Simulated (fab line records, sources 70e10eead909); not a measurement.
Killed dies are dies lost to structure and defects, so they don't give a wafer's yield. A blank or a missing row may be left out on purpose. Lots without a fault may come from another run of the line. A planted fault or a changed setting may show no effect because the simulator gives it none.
Chamber matching | flow nand_harc | NHARC_P_BONDPAD_CMP_32 on cmp-02: 4 sister chambers
The step polishes SiCN, target thk 200 nm. 20 wafers are shown with their chamber, then 10 later ones without.

WAFERS WITH THEIR CHAMBER
wafer  | chamber | motor_current_A (A)
L077.2 | 2       | 13.4
L077.4 | 1       | 11.4
L077.6 | 1       | 10.9
L081.1 | 2       | 13.3
L081.3 | 0       | 10.4
L081.5 | 0       | 10.5
L082.1 | 2       | 13.7
L082.2 | 1       | 10.7
L082.3 | 3       | 13.2
L084.2 | 0       | 11.0
L084.3 | 1       | 10.4
L084.6 | 2       | 14.0
L086.1 | 1       | 10.9
L086.2 | 3       | 12.9
L086.5 | 0       | 10.6
L089.1 | 1       | 10.7
L089.2 | 2       | 13.7
L089.6 | 2       | 13.6
L091.2 | 0       | 10.8
L091.3 | 3       | 12.8

SIGNATURES (means of the wafers above)
reading         | chamber 0 | chamber 1 | chamber 2 | chamber 3 | scatter within a chamber
motor_current_A | 10.660    | 10.833    | 13.617    | 12.967    | 0.272
Rule: a wafer's distance from a chamber is the root of the sum, over the readings, of the square of ((its reading less the chamber's mean) divided by the reading's scatter). The wafer belongs to the nearest chamber; if the next one is less than 2 further off, it can't be placed. The scatter: the root of (the sum of the squares of (reading less its chamber's mean) over the shown wafers, divided by (wafers less chambers)).

WAFERS WITHOUT THEIR CHAMBER
wafer  | motor_current_A (A)
L091.4 | 14.1
L093.1 | 14.2
L093.3 | 10.9
L093.4 | 12.5
L096.1 | 13.3
L096.2 | 11.1
L096.5 | 13.0
L097.2 | 11.1
L097.3 | 14.0
L097.4 | 10.7

WHICH CHAMBER EACH WENT THROUGH
wafer  | from the rows above     | in truth
L091.4 | 2                       | 2
L093.1 | 2                       | 2
L093.3 | can't be placed: 1 or 0 | 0
L093.4 | 3                       | 3
L096.1 | can't be placed: 2 or 3 | 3
L096.2 | can't be placed: 1 or 0 | 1
L096.5 | 3                       | 3
L097.2 | can't be placed: 1 or 0 | 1
L097.3 | 2                       | 2
L097.4 | can't be placed: 0 or 1 | 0
Placed correctly: 5 of 10. Can't be placed from these rows: 5 (the true chamber is among the candidates in 5). Placed wrongly: 0.
